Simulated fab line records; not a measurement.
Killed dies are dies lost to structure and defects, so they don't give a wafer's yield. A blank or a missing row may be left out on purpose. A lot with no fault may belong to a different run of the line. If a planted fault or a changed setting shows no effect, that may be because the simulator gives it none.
One fault seen from 2 desks / flow n5Finfet / each desk has only its own numbers; what lay behind them comes last

== FOR THE TOOL OWNER'S DESK: cmp-02 ==
The tool's own readings at N5_MOL_CONTACT_COAG_CMP_23 (polishes, stops on SiO2, t overpolish 1.5 s, target thk 0 nm): means of the sampled wafers that have a number, for each lot that ran on this tool. The brackets show how far a lot's mean lies from the usual mean; more than 4 standard deviations puts the lot out of limits, marked OUT.
Columns: A = motorCurrentA at N5_MOL_CONTACT_COAG_CMP_23, usual 8.0 A; B = overpolishRunS at N5_MOL_CONTACT_COAG_CMP_23, usual 1.500 s; C = platenRpm at N5_MOL_CONTACT_COAG_CMP_23, usual 50.29 rpm; D = timeToEndpointS at N5_MOL_CONTACT_COAG_CMP_23, usual 9.5 s
lot=L624; first seen here=day 5 14:23; A=8.4; B=1.493; C=50.28; D=8.1
lot=L626; first seen here=day 5 23:40; A=7.9; B=1.500; C=51.98 (+47) OUT; D=9.9
lot=L627; first seen here=day 6 06:15; A=7.7; B=1.496; C=51.98 (+47) OUT; D=9.1
lot=L639; first seen here=day 9 03:08; A=7.8; B=1.502; C=50.29; D=10.1
lot=L644; first seen here=day 10 06:28; A=8.1; B=1.495; C=50.28; D=10.3
This desk finds L626, L627 out of limits, L626 being first, at day 5 23:40 (platenRpm at N5_MOL_CONTACT_COAG_CMP_23). L624, L639, L644: within limits.

== METROLOGY DESK ==
What the gauges read for every lot (on any tool): the sampled wafers with a number, averaged. The brackets show how far a lot's mean lies from the usual mean; more than 4 standard deviations puts the lot out of limits, marked OUT. Of its 10 readings 7 are shown: those that lie furthest out on some lot.
Columns: A = DIBL_N at N5_BEOL_M4_RC_MEAS_101, usual 35.9 mV/V; B = DIBL_P at N5_BEOL_M4_RC_MEAS_101, usual 35.9 mV/V; C = IOFF_N at N5_BEOL_M4_RC_MEAS_101, usual 0.152 nA/um; D = IOFF_P at N5_BEOL_M4_RC_MEAS_101, usual 0.204 nA/um; E = ION_N at N5_BEOL_M4_RC_MEAS_101, usual 673 uA/um; F = SS_P at N5_BEOL_M4_RC_MEAS_101, usual 73.2 mV/dec; G = VT_N at N5_BEOL_M4_RC_MEAS_101, usual 250.3 mV
lot=L622; first seen here=day 8 12:53; A=36.5; B=36.8; C=0.141; D=0.188; E=664; F=72.7; G=252.5
lot=L623; first seen here=day 8 18:44; A=35.4; B=36.0; C=0.166; D=0.203; E=679; F=73.6; G=248.2
lot=L624; first seen here=day 8 20:23; A=33.7; B=34.8; C=0.138; D=0.195; E=667; F=72.6; G=250.6
lot=L627; first seen here=day 9 16:45; A=36.4; B=36.3; C=0.152; D=0.203; E=669; F=73.7; G=249.1
lot=L626; first seen here=day 9 21:12; A=36.4; B=36.5; C=0.140; D=0.183; E=677; F=73.0; G=252.7
lot=L632; first seen here=day 11 07:58; A=37.6; B=37.6; C=0.204; D=0.224; E=683; F=73.3; G=244.3
lot=L638; first seen here=day 12 12:38; A=35.4; B=34.8; C=0.144; D=0.195; E=666; F=73.1; G=251.3
lot=L640; first seen here=day 13 14:14; A=34.7; B=36.4; C=0.148; D=0.203; E=676; F=73.3; G=251.6
lot=L639; first seen here=day 13 14:47; A=36.4; B=36.6; C=0.142; D=0.175; E=668; F=73.1; G=250.4
lot=L644; first seen here=day 14 19:56; A=39.0; B=37.6; C=0.194; D=0.253; E=674; F=74.3; G=248.7
This desk found nothing out of limits on any of the 10 lots.

== ALL TOGETHER ==
At day 5 23:40, on L626, L627, the tool owner's desk was in a position to raise an alarm.
At the metrology desk, nothing out of limits was observed.
The metrology desk has L626, L627 on record, within its limits.
N5_MOL_CONTACT_COAG_CMP_23 was run on cmp-02 by each of the lots named.

== WHAT WAS PUT IN BY THE SIMULATOR ==
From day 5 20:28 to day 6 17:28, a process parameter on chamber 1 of cmp-02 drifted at N5_MOL_CONTACT_COAG_CMP_23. The setting platenRpm was moved by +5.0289, starting from 50.289. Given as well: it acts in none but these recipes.
Lots struck among those shown: L626, L627.
Hours from the fault's start to each desk's first reading out of limits: the tool owner's desk, 3.
